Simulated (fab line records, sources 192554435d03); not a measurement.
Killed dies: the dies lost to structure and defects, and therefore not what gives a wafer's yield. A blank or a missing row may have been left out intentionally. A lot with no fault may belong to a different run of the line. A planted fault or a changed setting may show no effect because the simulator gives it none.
Lot-split experiment / flow n5Finfet / route with 1938 steps; 7 lots, 39 wafers read

== SPLIT DETAILS ==
At N5_BEOL_M10_ALD_74 (deposits TaN, target thk 2 nm, pulse time 2 s, purge time 3 s), the setting aldCycles was moved away from the recipe's 40 on 15 of the 39 wafers read, by -45.0% to +57.5%. This setting was run at the recipe's value on the other wafers.

The split's own step is where the reading is taken.

== THE READING ==
TaN_of_BEOL_M10_ALD_74.thkNm (the simulator's own value, which no gauge read), in nm, at N5_BEOL_M10_ALD_74 (deposits TaN, target thk 2 nm, pulse time 2 s, purge time 3 s). The file gives no usual value for it.

wafer=L075.1; tool, chamber at the split=aldMetal-03, 0,3,1; aldCycles as run=63; against the recipe=+57.5%; TaN_of_BEOL_M10_ALD_74.thkNm, nm=3.2; against lot-mates on the recipe=+1.2
wafer=L075.3; tool, chamber at the split=aldMetal-03, 0,3,1; aldCycles as run=63; against the recipe=+57.5%; TaN_of_BEOL_M10_ALD_74.thkNm, nm=3.2; against lot-mates on the recipe=+1.2
wafer=L075.4; tool, chamber at the split=aldMetal-03, 0,3,1; aldCycles as run=63; against the recipe=+57.5%; TaN_of_BEOL_M10_ALD_74.thkNm, nm=3.2; against lot-mates on the recipe=+1.2
wafer=L075.2; tool, chamber at the split=aldMetal-03, 2,0,1; aldCycles as run=40; against the recipe=recipe; TaN_of_BEOL_M10_ALD_74.thkNm, nm=2; against lot-mates on the recipe=-
wafer=L075.5; tool, chamber at the split=aldMetal-03, 2,0,1; aldCycles as run=40; against the recipe=recipe; TaN_of_BEOL_M10_ALD_74.thkNm, nm=2; against lot-mates on the recipe=-
wafer=L075.6; tool, chamber at the split=aldMetal-03, 2,0,1; aldCycles as run=40; against the recipe=recipe; TaN_of_BEOL_M10_ALD_74.thkNm, nm=2; against lot-mates on the recipe=-
wafer=L085.1; tool, chamber at the split=aldMetal-03, 2,0,0; aldCycles as run=40; against the recipe=recipe; TaN_of_BEOL_M10_ALD_74.thkNm, nm=2; against lot-mates on the recipe=-
wafer=L085.4; tool, chamber at the split=aldMetal-03, 2,0,0; aldCycles as run=40; against the recipe=recipe; TaN_of_BEOL_M10_ALD_74.thkNm, nm=2; against lot-mates on the recipe=-
wafer=L085.5; tool, chamber at the split=aldMetal-03, 2,0,0; aldCycles as run=40; against the recipe=recipe; TaN_of_BEOL_M10_ALD_74.thkNm, nm=2; against lot-mates on the recipe=-
wafer=L085.2; tool, chamber at the split=aldMetal-03, 3,1,3; aldCycles as run=22; against the recipe=-45.0%; TaN_of_BEOL_M10_ALD_74.thkNm, nm=1; against lot-mates on the recipe=-1.0
wafer=L085.3; tool, chamber at the split=aldMetal-03, 3,1,3; aldCycles as run=22; against the recipe=-45.0%; TaN_of_BEOL_M10_ALD_74.thkNm, nm=1; against lot-mates on the recipe=-1.0
wafer=L085.6; tool, chamber at the split=aldMetal-03, 3,1,3; aldCycles as run=22; against the recipe=-45.0%; TaN_of_BEOL_M10_ALD_74.thkNm, nm=1; against lot-mates on the recipe=-1.0
wafer=L084.1; tool, chamber at the split=aldMetal-01, 1,2,3; aldCycles as run=57; against the recipe=+42.5%; TaN_of_BEOL_M10_ALD_74.thkNm, nm=2.8; against lot-mates on the recipe=+0.8
wafer=L084.4; tool, chamber at the split=aldMetal-01, 1,2,3; aldCycles as run=57; against the recipe=+42.5%; TaN_of_BEOL_M10_ALD_74.thkNm, nm=2.8; against lot-mates on the recipe=+0.8
wafer=L084.6; tool, chamber at the split=aldMetal-01, 1,2,3; aldCycles as run=57; against the recipe=+42.5%; TaN_of_BEOL_M10_ALD_74.thkNm, nm=2.8; against lot-mates on the recipe=+0.8
wafer=L084.2; tool, chamber at the split=aldMetal-01, 0,3,0; aldCycles as run=40; against the recipe=recipe; TaN_of_BEOL_M10_ALD_74.thkNm, nm=2; against lot-mates on the recipe=-
wafer=L084.3; tool, chamber at the split=aldMetal-01, 0,3,0; aldCycles as run=40; against the recipe=recipe; TaN_of_BEOL_M10_ALD_74.thkNm, nm=2; against lot-mates on the recipe=-
wafer=L084.5; tool, chamber at the split=aldMetal-01, 0,3,0; aldCycles as run=40; against the recipe=recipe; TaN_of_BEOL_M10_ALD_74.thkNm, nm=2; against lot-mates on the recipe=-
wafer=L087.1; tool, chamber at the split=aldMetal-02, 1,0,3; aldCycles as run=53; against the recipe=+32.5%; TaN_of_BEOL_M10_ALD_74.thkNm, nm=2.6; against lot-mates on the recipe=+0.6
wafer=L087.5; tool, chamber at the split=aldMetal-02, 1,0,3; aldCycles as run=53; against the recipe=+32.5%; TaN_of_BEOL_M10_ALD_74.thkNm, nm=2.6; against lot-mates on the recipe=+0.6
wafer=L087.6; tool, chamber at the split=aldMetal-02, 1,0,3; aldCycles as run=53; against the recipe=+32.5%; TaN_of_BEOL_M10_ALD_74.thkNm, nm=2.6; against lot-mates on the recipe=+0.6
wafer=L087.2; tool, chamber at the split=aldMetal-02, 0,2,3; aldCycles as run=40; against the recipe=recipe; TaN_of_BEOL_M10_ALD_74.thkNm, nm=2; against lot-mates on the recipe=-
wafer=L087.3; tool, chamber at the split=aldMetal-02, 0,2,3; aldCycles as run=40; against the recipe=recipe; TaN_of_BEOL_M10_ALD_74.thkNm, nm=2; against lot-mates on the recipe=-
wafer=L087.4; tool, chamber at the split=aldMetal-02, 0,2,3; aldCycles as run=40; against the recipe=recipe; TaN_of_BEOL_M10_ALD_74.thkNm, nm=2; against lot-mates on the recipe=-
wafer=L091.1; tool, chamber at the split=aldMetal-02, 1,3,2; aldCycles as run=40; against the recipe=recipe; TaN_of_BEOL_M10_ALD_74.thkNm, nm=2; against lot-mates on the recipe=-
wafer=L091.4; tool, chamber at the split=aldMetal-02, 1,3,2; aldCycles as run=40; against the recipe=recipe; TaN_of_BEOL_M10_ALD_74.thkNm, nm=2; against lot-mates on the recipe=-
wafer=L091.5; tool, chamber at the split=aldMetal-02, 1,3,2; aldCycles as run=40; against the recipe=recipe; TaN_of_BEOL_M10_ALD_74.thkNm, nm=2; against lot-mates on the recipe=-
wafer=L094.1; tool, chamber at the split=aldMetal-02, 1,3,0; aldCycles as run=40; against the recipe=recipe; TaN_of_BEOL_M10_ALD_74.thkNm, nm=2; against lot-mates on the recipe=-
wafer=L094.5; tool, chamber at the split=aldMetal-02, 1,3,0; aldCycles as run=40; against the recipe=recipe; TaN_of_BEOL_M10_ALD_74.thkNm, nm=2; against lot-mates on the recipe=-
wafer=L094.6; tool, chamber at the split=aldMetal-02, 1,3,0; aldCycles as run=40; against the recipe=recipe; TaN_of_BEOL_M10_ALD_74.thkNm, nm=2; against lot-mates on the recipe=-
wafer=L094.2; tool, chamber at the split=aldMetal-02, 0,2,3; aldCycles as run=59; against the recipe=+47.5%; TaN_of_BEOL_M10_ALD_74.thkNm, nm=3; against lot-mates on the recipe=+1.0
wafer=L094.3; tool, chamber at the split=aldMetal-02, 0,2,3; aldCycles as run=59; against the recipe=+47.5%; TaN_of_BEOL_M10_ALD_74.thkNm, nm=3; against lot-mates on the recipe=+1.0
wafer=L094.4; tool, chamber at the split=aldMetal-02, 0,2,3; aldCycles as run=59; against the recipe=+47.5%; TaN_of_BEOL_M10_ALD_74.thkNm, nm=3; against lot-mates on the recipe=+1.0
wafer=L095.1; tool, chamber at the split=aldMetal-03, 1,2,3,0,3,2; aldCycles as run=40; against the recipe=recipe; TaN_of_BEOL_M10_ALD_74.thkNm, nm=2; against lot-mates on the recipe=-
wafer=L095.2; tool, chamber at the split=aldMetal-03, 1,2,3,0,3,2; aldCycles as run=40; against the recipe=recipe; TaN_of_BEOL_M10_ALD_74.thkNm, nm=2; against lot-mates on the recipe=-
wafer=L095.3; tool, chamber at the split=aldMetal-03, 1,2,3,0,3,2; aldCycles as run=40; against the recipe=recipe; TaN_of_BEOL_M10_ALD_74.thkNm, nm=2; against lot-mates on the recipe=-
wafer=L095.4; tool, chamber at the split=aldMetal-03, 1,2,3,0,3,2; aldCycles as run=40; against the recipe=recipe; TaN_of_BEOL_M10_ALD_74.thkNm, nm=2; against lot-mates on the recipe=-
wafer=L095.5; tool, chamber at the split=aldMetal-03, 1,2,3,0,3,2; aldCycles as run=40; against the recipe=recipe; TaN_of_BEOL_M10_ALD_74.thkNm, nm=2; against lot-mates on the recipe=-
wafer=L095.6; tool, chamber at the split=aldMetal-03, 1,2,3,0,3,2; aldCycles as run=40; against the recipe=recipe; TaN_of_BEOL_M10_ALD_74.thkNm, nm=2; against lot-mates on the recipe=-
If several chambers appear in one row, that row covers several wafers at once and the file leaves open which wafer was in which chamber.

FIT RESULTS
A straight line over all 39 wafers: TaN_of_BEOL_M10_ALD_74.thkNm changes by +0.0208 nm for each +1% of aldCycles; r = +1.00; the points scatter about the line by 0.033 nm.
The same after taking each lot's own level away (the mean of its wafers on the recipe; 39 wafers): +0.0208 nm for each +1%; r = +1.00; scatter 0.033 nm.
On that fit, the largest move of aldCycles shifts the reading by 1.2 nm.
The lots' own levels span 2.00 to 2.00 nm.
The two slopes are in agreement: the lot-to-lot level therefore moves the slope only a little.
Check: +1.18 nm against its lot-mates is what the line predicts for one of the wafers moved furthest among these (+57.5%) when that wafer is left out of the fit. It came out at +1.2 nm against them.

== THE OTHER SPLITS THESE WAFERS WENT THROUGH ==
These wafers also went through other splits before the reading. Each is held against what the fit with the lots' levels taken away leaves over:
other split on the same wafers=N5_BEOL_M5_TRENCH_ETCH_37 targetDepthA; wafers away from the commonest value=9; r with TaN_of_BEOL_M10_ALD_74.thkNm (lot level and that fit taken away)=+0.08
other split on the same wafers=N5_BEOL_M7_ETCH_66 targetDepthA; wafers away from the commonest value=15; r with TaN_of_BEOL_M10_ALD_74.thkNm (lot level and that fit taken away)=+0.01
other split on the same wafers=N5_BEOL_M8_DESCUM_16 timeS; wafers away from the commonest value=12; r with TaN_of_BEOL_M10_ALD_74.thkNm (lot level and that fit taken away)=+0.21

== FILE'S OWN FIT ==
TaN_of_BEOL_M10_ALD_74.thkNm changes by +0.0206 nm for each +1% of aldCycles, r = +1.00.
